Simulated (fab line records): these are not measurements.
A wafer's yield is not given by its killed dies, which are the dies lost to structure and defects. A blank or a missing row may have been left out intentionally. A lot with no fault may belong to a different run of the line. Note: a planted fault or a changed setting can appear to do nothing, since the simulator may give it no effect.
fab line records	flow n5_finfet	part 2 of 2: steps 24 to 30 of 30
[record] lots = 5	wafers = 15	last_day = 19
route steps=1938 shown WELL_APT@48 PMOS_HMC_CHANNEL_EPI@57
lots untouched by any fault: they come from a run of this same line in which no faults occurred
start_h: hours from the record's first day to the start of the lot's first wafer shown	wait_h: hours since the lot's step before	" the same as in the row above	L1.1+2: one row covering several wafers at once	- no value, or no start was given	* or withheld: withheld	< > ~ a bound
route shown NAME@n: names a module that has steps shown in the file, with the first one's number in the route	usual: average and standard deviation across the fault-free wafers	same: alike in all rows	chamber/n: place in a boat	sites: per-site readings	_std_site: the standard deviation of these	_edge_site: mean of outer sites minus mean of inner sites	radius_mm: for every site, how far away it sits from the centre of the wafer	mask NAME#n: copy n	behind: tool/chamber where the wafer was last shaped	hold: reason for holding the lot/hours on hold/outcome of the hold	device: whichever transistor did not switch (one of n, p or np)	end of line: at the end of the route, the tests of the same wafers	where a step has no rows: the recipe by itself	killed: at the first sort, the dies lost to defects and structure; wafer yield is something else	map: per-die view of a wafer (x killed, . not killed, _ where there is no die)
set.NAME: the setting the step ran with; set.NAME@STEP: the setting that earlier step ran with	model.NAME: the simulator's own value behind a step, which no gauge read
certain route steps with their lots: each step a table, each wafer a row
services: a tool's chamber out of use, with start hour (start_h, from the record's first day; less than 0 if before it), hours out, and reason
[[steps]]
[step N5_PMOS_HMC_CHANNEL_EPI_STRIP_33]
[recipe] chemistry = N2/H2	power_w = 500	temp_c = 40	pressure_mtorr = 50	rf_frequency_hz = 6e+07	overash_fraction = 0.3	bias_power_w = 8	h2_frac = 0.5	n2_flow_sccm = 300	h2_flow_sccm = 300
[usual] chamber_pressure_mTorr = 50.01/0.093	drypump_motor_current_A = 5.6/0.35	oes_product_au = 0.74/0.056	rf_vpp_V = 54.2/1.6	showerhead_plenum_p_Torr = 3.33/0.1	throttle_valve_pct = 19.0/0.34
lot.wafer	tool	chamber	start_h	wait_h	chamber_pressure_mTorr	drypump_motor_current_A	oes_product_au	rf_hours_counter_h	rf_vpp_V	showerhead_plenum_p_Torr	throttle_valve_pct
L074.2	rie_diel-02	2	17.35	0.0	49.99	5.5	0.75	177	56.6	3.35	18.6
L074.3	"	0	"	"	50.04	5.4	0.74	198	56.8	3.45	19.1
L074.5	"	2	"	"	49.90	5.5	0.74	-	54.7	3.35	18.7
L075.3	rie_diel-04	0	23.38	0.0	50.11	5.8	0.67	232	53.0	3.33	18.9
L075.4	"	1	"	"	50.04	6.3	0.72	186	54.1	3.21	19.5
L075.5	"	1	"	"	49.98	6.3	0.74	-	52.8	3.21	19.5
L078.1	rie_diel-04	0	41.64	0.0	50.03	5.8	0.68	236	53.5	3.33	19.0
L078.4	"	1	"	"	49.97	6.3	0.72	190	51.3	3.21	19.5
L078.5	"	2	"	"	50.13	5.3	0.77	-	51.3	3.53	19.4
L092.3	rie_diel-02	0	126.69	0.0	49.86	5.4	0.71	234	57.5	3.43	19.2
L092.5	"	0	"	"	50.19	5.4	0.71	-	53.8	3.43	19.2
L092.6	"	3	"	"	50.00	5.7	0.72	-	54.7	3.33	19.4
L097.2	rie_diel-04	1	156.31	0.0	50.06	6.3	0.72	220	57.7	3.20	19.5
L097.3	"	0	"	"	49.93	5.8	0.97	7	56.4	3.31	18.6
L097.4	"	0	"	"	49.94	5.8	0.98	-	54.6	3.31	18.6
[step N5_PMOS_HMC_CHANNEL_EPI_STRIP_17]
[recipe] chemistry = SPM	time_s = 750	temp_c = 130	h2so4_h2o2_vol_ratio = 4	dry = ipa_marangoni
[usual] bath_heat_duty_pct = 15.1/1.5
lot.wafer	tool	chamber	start_h	wait_h	bath_heat_duty_pct
L074.2	wet_bench-04	1	17.42	-	13.9
L074.3	"	2	"	"	12.6
L074.5	"	0	"	"	14.3
L075.3	wet_bench-06	6	23.44	-	16.5
L075.4	"	1	"	"	15.2
L075.5	"	3	"	"	15.1
L078.1	wet_bench-06	5	41.71	-	15.3
L078.4	"	6	"	"	15.6
L078.5	"	3	"	"	14.3
L092.3	wet_bench-02	0	126.76	-	16.0
L092.5	"	4	"	"	17.6
L092.6	"	5	"	"	13.6
L097.2	wet_bench-02	0	156.38	-	15.6
L097.3	"	4	"	"	16.7
L097.4	"	1	"	"	13.6
[step N5_PMOS_HMC_CHANNEL_EPI_ETCH_38]
[recipe] chemistry = CF4	target = SiO2	target_depth_a = 15	ion_energy_ev = 350	pressure_mtorr = 10	icp_w = 800	bias_w = 400	cf4_flow_sccm = 80
[usual] chamber_pressure_mTorr = 10.000/0.009	drypump_motor_current_A = 5.8/0.41	he_backside_leak_sccm = 2.8/0.32	oes_product_au = 1.002/0.024	throttle_valve_pct = 21.73/0.27
lot.wafer	tool	chamber	start_h	wait_h	chamber_pressure_mTorr	drypump_motor_current_A	he_backside_leak_sccm	oes_product_au	rf_hours_counter_h	throttle_valve_pct
L074.2	rie_si-06	2	17.65	0.0	10.007	5.1	3.0	1.022	54	21.87
L074.3	"	0	"	"	10.014	6.0	2.9	0.956	47	22.27
L074.5	"	0	"	"	10.013	6.0	2.7	0.953	-	22.26
L075.3	rie_si-06	1	23.68	0.0	9.999	5.6	3.5	0.992	197	21.90
L075.4	"	2	"	"	9.996	5.1	3.4	1.021	54	21.86
L075.5	"	2	"	"	10.013	5.1	3.4	1.023	-	21.87
L078.1	rie_si-06	1	41.96	0.0	10.012	5.6	3.4	0.989	198	21.91
L078.4	"	3	"	"	9.993	5.6	2.5	0.958	14	21.89
L078.5	"	2	"	"	10.003	5.1	3.1	1.019	-	21.85
L092.3	rie_si-02	0	127.02	0.0	9.989	5.8	2.8	1.028	134	21.48
L092.5	"	0	"	"	10.008	5.8	2.9	1.039	-	21.47
L092.6	"	1	"	"	10.004	6.5	2.4	0.991	-	21.61
L097.2	rie_si-02	1	156.62	0.0	10.001	6.6	2.4	0.968	24	21.62
L097.3	"	2	"	"	9.991	5.9	2.9	1.006	59	21.44
L097.4	"	0	"	"	10.001	5.8	2.9	1.035	135	21.49
[step N5_PMOS_HMC_CHANNEL_EPI_FIN_RECESS_16]
[recipe] chemistry = HBr/Cl2	target = Si	mask_material = SiO2	target_depth_a = 540	time_s = 18	pressure_mtorr = 10	icp_w = 800	bias_w = 75	HBr_flow_sccm = 150	Cl2_flow_sccm = 80
[usual] chamber_pressure_mTorr = 10.000/0.0097	drypump_motor_current_A = 5.8/0.41	he_backside_leak_sccm = 2.8/0.39	oes_product_au = 1.003/0.021	throttle_valve_pct = 35.5/0.39
lot.wafer	tool	chamber	start_h	wait_h	chamber_pressure_mTorr	drypump_motor_current_A	he_backside_leak_sccm	oes_product_au	rf_hours_counter_h	throttle_valve_pct
L074.2	rie_si-06	2	17.67	0.0	9.993	5.1	3.1	1.018	54	35.6
L074.3	"	0	"	"	9.987	6.0	3.1	0.970	47	36.1
L074.5	"	0	"	"	9.999	6.0	2.9	0.963	-	36.1
L075.3	rie_si-06	1	23.70	0.0	10.014	5.6	3.2	0.982	197	35.8
L075.4	"	2	"	"	9.998	5.1	3.1	1.011	54	35.6
L075.5	"	2	"	"	9.994	5.1	3.1	1.027	-	35.6
L078.1	rie_si-06	1	41.98	0.0	10.024	5.6	3.6	0.984	198	35.8
L078.4	"	3	"	"	10.001	5.7	2.0	0.970	14	35.8
L078.5	"	2	"	"	10.014	5.1	3.2	1.018	-	35.6
L092.3	rie_si-02	0	127.04	0.0	9.985	5.8	2.8	1.042	134	35.3
L092.5	"	0	"	"	10.008	5.8	2.6	1.033	-	35.3
L092.6	"	1	"	"	9.984	6.6	2.4	0.987	-	35.2
L097.2	rie_si-02	1	156.64	0.0	9.993	6.6	2.3	0.993	24	35.2
L097.3	"	2	"	"	10.021	5.9	2.9	1.016	59	34.9
L097.4	"	0	"	"	10.000	5.8	2.9	1.032	135	35.3
[step N5_PMOS_HMC_CHANNEL_EPI_PRECLEAN_36]
[recipe] chemistry = O3/DIW	time_s = 45	temp_c = 22	o3_ppm = 10
[usual] bath_heat_duty_pct = 2.3/0.43
lot.wafer	tool	chamber	start_h	wait_h	bath_heat_duty_pct
L074.2	wet_bench-02	5	17.77	0.1	2.7
L074.3	"	3	"	"	2.2
L074.5	"	2	"	"	3.2
L075.3	wet_bench-04	5	23.80	0.1	2.1
L075.4	"	7	"	"	2.4
L075.5	"	0	"	"	2.0
L078.1	wet_bench-04	2	42.08	0.1	2.8
L078.4	"	7	"	"	2.2
L078.5	"	0	"	"	2.8
L092.3	wet_bench-06	7	127.13	0.1	2.4
L092.5	"	0	"	"	2.0
L092.6	"	2	"	"	2.5
L097.2	wet_bench-06	7	156.74	0.1	2.3
L097.3	"	2	"	"	2.6
L097.4	"	0	"	"	2.8
[step N5_PMOS_HMC_CHANNEL_EPI_PRECLEAN_18]
[recipe] chemistry = DHF	time_s = 30	temp_c = 25	dilution = withheld
lot.wafer	tool	chamber	start_h	wait_h
L074.2+3+5	wet_bench-02	5,3,2	17.79	0.0
L075.3+4+5	wet_bench-04	5,7,0	23.81	0.0
L078.1+4+5	wet_bench-04	2,7,0	42.10	0.0
L092.3+5+6	wet_bench-06	7,0,2	127.15	0.0
L097.2+3+4	wet_bench-06	7,2,0	156.75	0.0
[step N5_PMOS_HMC_CHANNEL_EPI_SRD_19]
[recipe] dry = ipa_marangoni	do_ppb = 5	time_s = 30	temp_c = 23	rinse_liquid = diw
[usual] bath_heat_duty_pct = 3.6/0.52
lot.wafer	tool	chamber	start_h	wait_h	bath_heat_duty_pct
L074.2	wet_bench-02	5	17.80	0.0	4.4
L074.3	"	3	"	"	3.9
L074.5	"	2	"	"	3.6
L075.3	wet_bench-04	5	23.82	0.0	3.6
L075.4	"	7	"	"	3.0
L075.5	"	0	"	"	4.2
L078.1	wet_bench-04	2	42.10	0.0	3.1
L078.4	"	7	"	"	3.7
L078.5	"	0	"	"	3.6
L092.3	wet_bench-06	7	127.16	0.0	3.0
L092.5	"	0	"	"	4.3
L092.6	"	2	"	"	4.3
L097.2	wet_bench-06	7	156.76	0.0	3.4
L097.3	"	2	"	"	4.2
L097.4	"	0	"	"	4.1
[[services]]
tool	chamber	start_h	hours	kind
implanter-02	-	-6.53	1.7	repair
epi_rpcvd-02	-	-6.21	14.6	pm
arfi_scanner-03	-	-0.35	1.0	pm
arfi_scanner-03	-	6.34	1.3	pm
rie_si-06	0	7.61	7.4	repair
rie_diel-02	-	11.09	0.5	repair
rie_diel-02	3	35.64	4.0	repair
rtp_anneal-01	-	36.25	1.1	pm
rie_si-02	-	62.72	0.8	repair
rie_diel-02	-	70.01	0.2	repair
implanter-02	-	87.13	8.6	repair
arfi_scanner-03	-	96.25	0.8	pm
rie_si-02	3	98.19	16.3	repair
rie_si-06	3	98.29	6.3	repair
implanter-02	-	115.20	3.0	repair
rie_diel-04	-	116.06	28.1	pm
rie_si-06	-	130.95	0.1	repair
rie_si-02	1	131.36	8.1	repair
arfi_scanner-03	-	131.84	1.3	pm
implanter-02	-	135.63	7.8	repair
rie_si-06	-	142.29	0.3	repair
arfi_scanner-03	-	145.15	3.9	pm
epi_rpcvd-02	-	148.66	9.2	repair
rie_diel-02	1	154.13	5.4	repair
